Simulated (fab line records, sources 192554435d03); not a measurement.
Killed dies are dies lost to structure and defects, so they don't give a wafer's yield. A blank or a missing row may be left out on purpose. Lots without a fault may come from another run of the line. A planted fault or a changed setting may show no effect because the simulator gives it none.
fab line records | flow n5_finfet
record lots=8 wafers=24 last_day=18
route steps=1938 shown BEOL_M4@1045 PASSIVATION@1936
lots that met no fault: from a run of the same line without faults
start_h: hours from the record's first day to the start of the lot's first wafer shown | wait_h: hours since the lot's step before | " the same as in the row above | L1.1+2: a row that stands for several wafers | - no value, or no start given | * or withheld: withheld | < > ~ a bound
route shown NAME@n: a module of which the file shows steps, and the number in the route of the first | usual: mean/standard deviation of fault-free wafers | same: alike in all rows | chamber/n: place in a boat | sites: the reading at each site | _std_site: their standard deviation | _edge_site: outer sites' mean less inner sites' | radius_mm: how far each site lies from the wafer's centre | mask NAME#n: copy n | behind: the tool/chamber that last shaped the wafer | hold: why the lot was held/for how many hours/how that ended | device: the transistor (n, p or np) that didn't switch | end of line: the same wafers' tests at the end of the route | a step without rows: its recipe alone | killed: dies lost to structure and defects at the first sort, not the wafer's yield | map: a wafer's dies, x killed, . not, _ none there
set.NAME: the setting as run; set.NAME@STEP: as run at that earlier step | model.NAME: the simulator's own value behind a step, which no gauge read
steps of the route over a sample of lots; a table a step, a row a wafer
services: from which hour (start_h, from the record's first day; less than 0 if before it) a tool's chamber was out of use, for how many hours, and why
## steps
# step N5_BEOL_M4_STRIP_19
# recipe chemistry=O2 power_w=400 temp_c=40 pressure_mtorr=30 rf_frequency_hz=6e+07 bias_power_w=0 overash_fraction=0.2 o2_flow_sccm=225
# usual drypump_motor_current_A=6.0/0.56 oes_product_au=0.78/0.095 rf_vpp_V=3.7/0.51 showerhead_plenum_p_Torr=2.12/0.08 throttle_valve_pct=16.60/0.23
# columns lot.wafer tool chamber start_h wait_h drypump_motor_current_A oes_product_au rf_hours_counter_h rf_vpp_V showerhead_plenum_p_Torr throttle_valve_pct
L414.2 rie_diel-02 1 176.63 0.1 6.5 0.92 20 3.4 2.22 16.21
L414.3 " 0 " " 6.2 0.71 204 3.5 2.16 16.39
L414.5 " 0 " " 6.2 0.71 - 3.3 2.16 16.40
L413.2 rie_diel-01 2 180.56 0.1 4.9 0.72 194 4.3 2.00 16.70
L413.5 " 0 " " 6.8 0.73 - 3.4 2.09 16.74
L413.6 " 1 " " 6.2 0.82 - 3.1 2.22 16.68
L415.1 rie_diel-01 0 189.47 0.1 6.8 0.73 172 4.3 2.09 16.77
L415.2 " 2 " " 4.9 0.71 196 3.6 2.00 16.70
L415.5 " 2 " " 4.9 0.70 - 3.8 2.00 16.71
L417.1 rie_diel-05 0 190.93 0.1 5.6 0.68 246 2.9 2.16 17.06
L417.4 " 3 " " 6.2 0.72 238 3.2 2.00 16.77
L417.6 " 2 " " 5.6 0.72 - 2.5 2.17 16.89
L422.1 rie_diel-02 2 210.94 0.1 5.7 0.79 98 4.2 2.10 16.60
L422.3 " 0 " " 6.3 0.70 216 4.3 2.15 16.41
L422.4 " 1 " " 6.5 0.89 32 4.2 2.21 16.22
L434.1 rie_diel-05 0 295.35 0.1 5.6 0.92 28 3.6 2.15 16.66
L434.4 " 2 " " 5.6 0.69 226 3.4 2.16 16.96
L434.5 " 0 " " 5.6 0.93 - 3.2 2.15 16.69
L436.4 rie_diel-01 2 302.61 0.1 4.9 0.68 231 3.5 1.99 16.78
L436.5 " 0 " " 6.8 0.70 - 3.4 2.07 16.83
L436.6 " 3 " " 5.1 0.79 - 3.9 2.01 16.34
L435.2 rie_diel-05 3 304.73 0.1 6.2 0.92 21 3.6 2.25 16.41
L435.4 " 0 " " 5.6 0.92 - 3.9 2.15 16.68
L435.6 " 3 " " 6.2 0.92 - 3.2 2.25 16.41
# step N5_BEOL_M4_CD_MEAS_28
# recipe target_cd_nm=26.2 landing_energy_ev=500 detector=se_inlens target_cd_y_nm=24.1 polarity=opening
# usual cd_nm=26.19/0.24
# columns lot.wafer tool chamber start_h wait_h cd_nm
L414.2 cd_sem-03 0 177.02 - 26.33
L414.3 " 0 " " 25.89
L414.5 " 0 " " 26.46
L413.2 cd_sem-02 0 180.96 - 26.09
L413.5 " 0 " " 26.12
L413.6 " 0 " " 25.94
L415.1 cd_sem-01 0 189.98 - 26.32
L415.2 " 0 " " 26.32
L415.5 " 0 " " 26.32
L417.1 cd_sem-02 0 191.45 - 26.51
L417.4 " 0 " " 26.08
L417.6 " 0 " " 26.69
L422.1 cd_sem-03 0 211.33 - 26.40
L422.3 " 0 " " 26.21
L422.4 " 0 " " 25.99
L434.1 cd_sem-02 0 295.86 - 26.30
L434.4 " 0 " " 26.10
L434.5 " 0 " " 26.96
L436.4 cd_sem-02 0 303.00 - 26.54
L436.5 " 0 " " 26.26
L436.6 " 0 " " 26.78
L435.2 cd_sem-02 0 305.25 - 26.47
L435.4 " 0 " " 26.15
L435.6 " 0 " " 26.31
# step N5_BEOL_M4_TRENCH_ETCH_37
# recipe chemistry=C4F6/O2 target_depth_a=555.55 target=SiOC time_s=29.2 ion_energy_ev=250 pressure_mtorr=30 source_w=355 bias_w=185 Ar_flow_sccm=300 C4F6_flow_sccm=10 O2_flow_sccm=10
# usual drypump_motor_current_A=5.9/0.6 oes_product_au=0.79/0.086 rf_fwd_power_W=350.0/1.8 rf_vpp_V=668/11 showerhead_plenum_p_Torr=2.89/0.11 throttle_valve_pct=20.82/0.21
# columns lot.wafer tool chamber start_h wait_h drypump_motor_current_A oes_product_au rf_fwd_power_W rf_hours_counter_h rf_vpp_V showerhead_plenum_p_Torr throttle_valve_pct
L414.2 rie_diel-02 1 181.24 - 6.5 0.92 352.1 22 674 3.01 20.44
L414.3 " 0 " " 6.2 0.70 350.0 206 677 2.93 20.53
L414.5 " 3 " " 6.0 0.90 350.5 - 655 3.03 20.98
L413.2 rie_diel-02 3 181.97 - 6.0 0.91 351.3 35 656 3.03 20.98
L413.5 " 1 " " 6.6 0.91 353.1 - 674 3.01 20.44
L413.6 " 2 " " 5.7 0.81 349.0 - 673 2.85 20.74
L415.1 rie_diel-02 0 194.00 - 6.3 0.66 267.2 210 780 2.93 20.52
L415.2 " 3 " " 6.0 0.85 265.9 37 754 3.03 20.98
L415.5 " 1 " " 6.5 0.84 266.9 - 777 3.01 20.42
L417.1 rie_diel-02 1 202.29 - 6.5 0.84 265.7 30 777 3.01 20.46
L417.4 " 2 " " 5.7 0.76 265.3 95 774 2.85 20.73
L417.6 " 3 " " 6.0 0.85 263.8 - 754 3.03 20.99
L422.1 rie_diel-02 1 229.20 - 6.5 0.82 267.5 39 776 3.01 20.44
L422.3 " 3 " " 6.0 0.83 265.6 50 754 3.03 20.98
L422.4 " 0 " " 6.2 0.65 265.1 222 781 2.92 20.55
L434.1 rie_diel-01 3 303.56 - 5.1 0.81 348.9 94 652 2.79 20.75
L434.4 " 0 " " 6.8 0.69 347.7 212 678 2.84 21.14
L434.5 " 2 " " 4.9 0.68 348.7 - 659 2.70 20.89
L436.4 rie_diel-05 0 308.06 - 5.7 0.91 349.1 - 682 2.91 20.95
L436.5 " 2 " " 5.6 0.68 349.1 - 659 2.94 21.22
L436.6 " 3 " " 6.3 0.90 351.3 - 655 3.02 20.54
L435.2 rie_diel-01 1 311.79 - 6.2 0.78 349.1 140 676 2.97 20.93
L435.4 " 3 " " 5.1 0.80 347.1 98 651 2.78 20.76
L435.6 " 0 " " 6.8 0.69 346.8 - 678 2.84 21.13
# step N5_BEOL_M4_OCD_MEAS_38
# usual trench_depth_nm=55.6/1.1
# columns lot.wafer tool chamber start_h wait_h trench_depth_nm
L414.2 ocd-01 - 181.39 - 54.9
L414.3 " - " " 55.0
L414.5 " - " " 55.1
L413.2 ocd-01 - 182.12 - 56.2
L413.5 " - " " 55.4
L413.6 " - " " 55.8
L415.1 ocd-02 - 194.15 - 49.7
L415.2 " - " " 50.8
L415.5 " - " " 49.3
L417.1 ocd-02 - 202.44 - 50.2
L417.4 " - " " 50.4
L417.6 " - " " 51.7
L422.1 ocd-02 - 229.35 - 49.2
L422.3 " - " " 50.9
L422.4 " - " " 50.1
L434.1 ocd-01 - 303.71 - 56.6
L434.4 " - " " 54.6
L434.5 " - " " 54.0
L436.4 ocd-02 - 308.20 - 55.8
L436.5 " - " " 54.1
L436.6 " - " " 55.3
L435.2 ocd-01 - 311.94 - 56.7
L435.4 " - " " 56.2
L435.6 " - " " 53.5
# step N5_BEOL_M4_SPUTTER_48
# recipe material=Cu target_thk_a=45 temp_c=-20 chamber_pressure_pa=0.07 power_w=withheld time_s=8.29
# usual throttle_valve_pct=30.2/0.99
# columns lot.wafer tool chamber start_h wait_h throttle_valve_pct
L414.2 pvd_sputter-01 - 182.57 0.1 30.7
L414.3 " - " " 31.0
L414.5 " - " " 29.9
L413.2 pvd_sputter-03 - 183.14 0.1 29.2
L413.5 " - " " 30.6
L413.6 " - " " 29.7
L415.1 pvd_sputter-02 - 197.37 0.2 29.9
L415.2 " - " " 31.4
L415.5 " - " " 31.6
L417.1 pvd_sputter-02 - 203.77 0.4 31.4
L417.4 " - " " 28.1
L417.6 " - " " 29.7
L422.1 pvd_sputter-02 - 230.56 0.1 27.9
L422.3 " - " " 31.8
L422.4 " - " " 30.0
L434.1 pvd_sputter-01 - 304.71 0.1 29.8
L434.4 " - " " 31.1
L434.5 " - " " 30.7
L436.4 pvd_sputter-02 - 310.01 0.3 29.4
L436.5 " - " " 31.5
L436.6 " - " " 29.2
L435.2 pvd_sputter-03 - 313.19 0.1 31.8
L435.4 " - " " 28.9
L435.6 " - " " 29.1
# step N5_BEOL_M4_THK_MEAS_53
# recipe thk_meas_gauge=xrf reads=Cu_of_BEOL_M4_ECD_50
# usual M4_THK=40.8/1.5
# columns lot.wafer tool chamber start_h wait_h M4_THK[nm]
L414.2 film_metro-01 - 185.34 - 38.7
L414.3 " - " " 40.4
L414.5 " - " " 40.3
L413.2 film_metro-02 - 185.69 - 42.1
L413.5 " - " " 40.0
L413.6 " - " " 41.7
L415.1 film_metro-01 - 199.92 - 33.3
L415.2 " - " " 35.3
L415.5 " - " " 34.7
L417.1 film_metro-01 - 206.33 - 34.3
L417.4 " - " " 34.9
L417.6 " - " " 34.9
L422.1 film_metro-01 - 234.00 - 33.3
L422.3 " - " " 38.0
L422.4 " - " " 35.4
L434.1 film_metro-02 - 307.25 - 41.1
L434.4 " - " " 41.1
L434.5 " - " " 39.3
L436.4 film_metro-01 - 312.56 - 38.4
L436.5 " - " " 39.5
L436.6 " - " " 38.7
L435.2 film_metro-02 - 315.96 - 40.1
L435.4 " - " " 41.0
L435.6 " - " " 36.9
# step N5_BEOL_M4_RS_MEAS_58
# recipe thk_meas_gauge=four-point-probe reads=Co_of_BEOL_M4_CO_CAP_55+Cu_of_BEOL_M4_ECD_50+Co_of_BEOL_M4_CVD_47+TaN_of_BEOL_M4_ALD_84
# usual M4_RS=0.66/0.031
# columns lot.wafer tool chamber start_h wait_h M4_RS[ohm/sq]
L414.2 film_metro-01 - 185.60 0.1 0.71
L414.3 " - " " 0.67
L414.5 " - " " 0.67
L413.2 film_metro-01 - 185.95 0.1 0.65
L413.5 " - " " 0.69
L413.6 " - " " 0.66
L415.1 film_metro-02 - 200.18 0.0 0.85
L415.2 " - " " 0.79
L415.5 " - " " 0.80
L417.1 film_metro-01 - 207.00 0.1 0.83
L417.4 " - " " 0.81
L417.6 " - " " 0.81
L422.1 film_metro-02 - 234.26 0.0 0.86
L422.3 " - " " 0.72
L422.4 " - " " 0.79
L434.1 film_metro-02 - 307.63 0.2 0.66
L434.4 " - " " 0.66
L434.5 " - " " 0.70
L436.4 film_metro-02 - 312.88 0.0 0.71
L436.5 " - " " 0.68
L436.6 " - " " 0.70
L435.2 film_metro-01 - 316.25 0.1 0.68
L435.4 " - " " 0.66
L435.6 " - " " 0.76
# step N5_BEOL_M4_RC_MEAS_101
# usual DIBL_N=36.3/1.8 DIBL_P=36.5/2.1 IOFF_N=0.16/0.031 IOFF_P=0.22/0.038 ION_N=677/12 ION_P=466/7.8 SERP_M4=194/14 SERP_M4_max_site=207/16 SS_N=71.5/0.61 SS_P=73.2/0.7 VT_N=249/3 VT_P=-248.9/3
# columns lot.wafer tool chamber start_h wait_h DIBL_N[mV/V] DIBL_P[mV/V] IOFF_N[nA/um] IOFF_P[nA/um] ION_N[uA/um] ION_P[uA/um] SERP_M4[ohm/um] SERP_M4_max_site[ohm/um] SS_N[mV/dec] SS_P[mV/dec] VT_N[mV] VT_P[mV]
L414.2 prober-02 0 185.80 0.2 32.9 32.6 0.10 0.14 663 462 222 238 70.6 72.1 254 -253.9
L414.3 " 0 " " 38.3 39.2 0.17 0.22 668 453 204 214 72.1 73.9 249 -248.2
L414.5 " 0 " " 37.4 38.4 0.18 0.21 686 469 190 214 71.9 72.8 249 -249.4
L413.2 prober-02 0 187.03 1.1 34.6 35.1 0.14 0.22 676 472 168 179 71.2 73.5 251 -245.7
L413.5 " 0 " " 36.4 37.0 0.17 0.24 682 474 196 215 70.5 73.3 246 -246.0
L413.6 " 0 " " 34.8 34.2 0.13 0.21 662 464 164 170 71.4 72.3 252 -249.5
L415.1 prober-02 0 200.24 0.0 38.2 38.6 0.20 0.24 693 464 241 256 72.0 73.6 247 -246.9
L415.2 " 0 " " 36.2 36.3 0.17 0.20 688 462 233 250 71.4 72.0 250 -250.2
L415.5 " 0 " " 39.2 38.9 0.22 0.27 691 466 236 241 72.4 73.8 244 -246.2
L417.1 prober-02 0 207.06 0.0 38.6 37.6 0.19 0.25 681 468 237 258 71.4 74.4 248 -248.4
L417.4 " 0 " " 36.0 36.0 0.16 0.23 691 473 237 254 71.2 73.8 247 -246.6
L417.6 " 0 " " 37.0 36.9 0.17 0.23 694 472 255 275 70.9 73.6 248 -249.9
L422.1 prober-02 0 234.31 0.0 34.3 34.6 0.14 0.21 661 460 237 277 71.6 73.9 251 -247.7
L422.3 " 0 " " 34.2 35.0 0.15 0.21 677 472 220 228 71.1 73.3 250 -246.4
L422.4 " 0 " " 34.7 35.8 0.14 0.21 662 460 233 270 72.2 73.0 252 -247.3
L434.1 prober-02 0 307.68 0.0 32.2 32.2 0.10 0.15 641 449 190 207 70.8 72.1 256 -254.0
L434.4 " 0 " " 32.5 32.5 0.11 0.15 671 462 173 182 70.4 72.4 255 -252.8
L434.5 " 0 " " 33.8 33.8 0.12 0.17 650 453 202 215 70.7 72.5 253 -252.0
L436.4 prober-01 0 313.39 0.5 34.1 35.5 0.14 0.20 680 469 212 222 71.8 72.6 250 -250.0
L436.5 " 0 " " 34.1 34.8 0.14 0.19 661 457 211 227 71.4 72.4 249 -249.1
L436.6 " 0 " " 38.3 40.8 0.23 0.31 698 477 217 237 71.7 73.5 245 -246.5
L435.2 prober-01 0 316.46 0.2 36.1 36.8 0.17 0.23 682 469 197 223 71.8 73.2 248 -249.1
L435.4 " 0 " " 36.2 36.5 0.16 0.23 682 475 208 214 71.7 72.9 248 -246.7
L435.6 " 0 " " 36.2 37.3 0.16 0.25 683 467 239 256 71.4 73.1 249 -244.5
# sites SERP_M4 radius_mm=0,75,75,75,75,140,140,140,140
L414.2 211 222 217 238 220 226 225 221 225
L413.2 159 162 166 160 171 172 168 179 170
L415.1 221 231 241 235 229 252 251 249 256
L417.1 224 237 233 231 230 252 243 258 238
L422.1 215 238 237 236 232 237 277 266 264
L434.1 201 193 198 207 190 171 174 184 173
L436.4 222 219 217 217 212 189 187 196 184
L435.2 178 190 187 197 196 214 212 205 223
# step N5_PASSIVATION_PROBE_49
# usual defect_limited_yield=91.2/1.5 killed_at_M0_to_M3=33/9.6 killed_at_M4_up=14/5.6 killed_at_contacts=14/5.5 killed_at_front_end=40/13 killed_at_other=4/3 killed_dies=104/17 killed_open=68/13 killed_short=33/7.2 sort_bin_5_function=5.2/0.95 sort_bin_6_memory=3.3/0.62 sort_bin_8_speed=0.00/0.012 sort_n_pass=1076/17 sort_yield_pct=91.2/1.5
# same gross_dies=1180 killed_at_back_side=0 sort_bin_4_leakage[%]=0
# columns lot.wafer tool chamber start_h wait_h defect_limited_yield[%] killed_at_M0_to_M3 killed_at_M4_up killed_at_contacts killed_at_front_end killed_at_other killed_dies killed_open killed_short sort_bin_5_function[%] sort_bin_6_memory[%] sort_bin_8_speed[%] sort_n_pass sort_yield_pct[%]
L417.6 prober-01 - 315.33 0.3 88.5 64 19 5 46 2 136 99 30 6.4 4.4 0 1044 88.5
# killed by level:class
L417.6 STI_FIN_REVEAL:geometric_particle:open=17 BEOL_M1:geometric_particle:open=16 FIN_SAQP:geometric_particle:open=11 BEOL_M0_SAQP:geometric_particle:short=11 BEOL_M0_SAQP:geometric_particle:open=11 BEOL_M4:geometric_particle:open=10 BEOL_M2:geometric_particle:open=10 BEOL_M3:geometric_particle:open=6
## services
# columns tool chamber start_h hours kind
rie_diel-01 3 165.61 6.2 repair
rie_diel-01 1 200.33 1.6 repair
rie_diel-05 0 203.00 - clean
rie_diel-05 0 203.00 - consumable_replace:focus_ring
rie_diel-05 0 203.00 22.6 scheduled_down
rie_diel-05 0 203.00 22.6 vent_cycle
rie_diel-05 3 226.02 - clean
rie_diel-05 3 226.02 - consumable_replace:focus_ring
rie_diel-05 3 226.02 - consumable_replace:showerhead
rie_diel-05 3 226.02 24.8 scheduled_down
rie_diel-05 3 226.02 24.8 vent_cycle
rie_diel-05 2 248.35 14.3 repair
rie_diel-01 2 252.54 8.2 repair
rie_diel-05 1 297.02 - clean
rie_diel-05 1 297.02 - consumable_replace:focus_ring
rie_diel-05 1 297.02 22.1 scheduled_down
rie_diel-05 1 297.02 22.1 vent_cycle
pvd_sputter-02 - 305.59 2.2 repair
rie_diel-02 2 306.72 4.8 repair
## key
first_sign step=N5_BEOL_M4_TRENCH_ETCH_37 reading=rf_fwd_power_W direction=down sigmas=47 usual=* struck=*
effect step=N5_BEOL_M4_TRENCH_ETCH_37 reading=rf_vpp_V direction=up sigmas=9.6 usual=668 struck=770
effect step=N5_BEOL_M4_OCD_MEAS_38 reading=trench_depth_nm direction=down sigmas=4.9 usual=55.6 struck=50.3
effect step=N5_BEOL_M4_THK_MEAS_53 reading=M4_THK direction=down sigmas=4 usual=40.8 struck=34.9
effect step=N5_BEOL_M4_RS_MEAS_58 reading=M4_RS direction=up sigmas=4.7 usual=0.66 struck=0.81
effect step=N5_BEOL_M4_RC_MEAS_101 reading=SERP_M4 direction=up sigmas=3 usual=194 struck=237
effect step=N5_BEOL_M4_RC_MEAS_101 reading=SERP_M4_max_site direction=up sigmas=3.1 usual=207 struck=257
met_at N5_BEOL_M4_TRENCH_ETCH_37
struck_lots L415,L417,L422
not_acting_at N5_BEOL_M4_STRIP_19,N5_BEOL_M4_CD_MEAS_28,N5_BEOL_M4_SPUTTER_48
onset_between 181.97 194.00
fault kind=process_parameter_drift tool=rie_diel-02 chamber=- onset_h=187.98 steps=N5_BEOL_M4_TRENCH_ETCH_37 channel=source_w offset=-85.2 shape=step end_h=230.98 acts_in=these_recipes_only stated=355
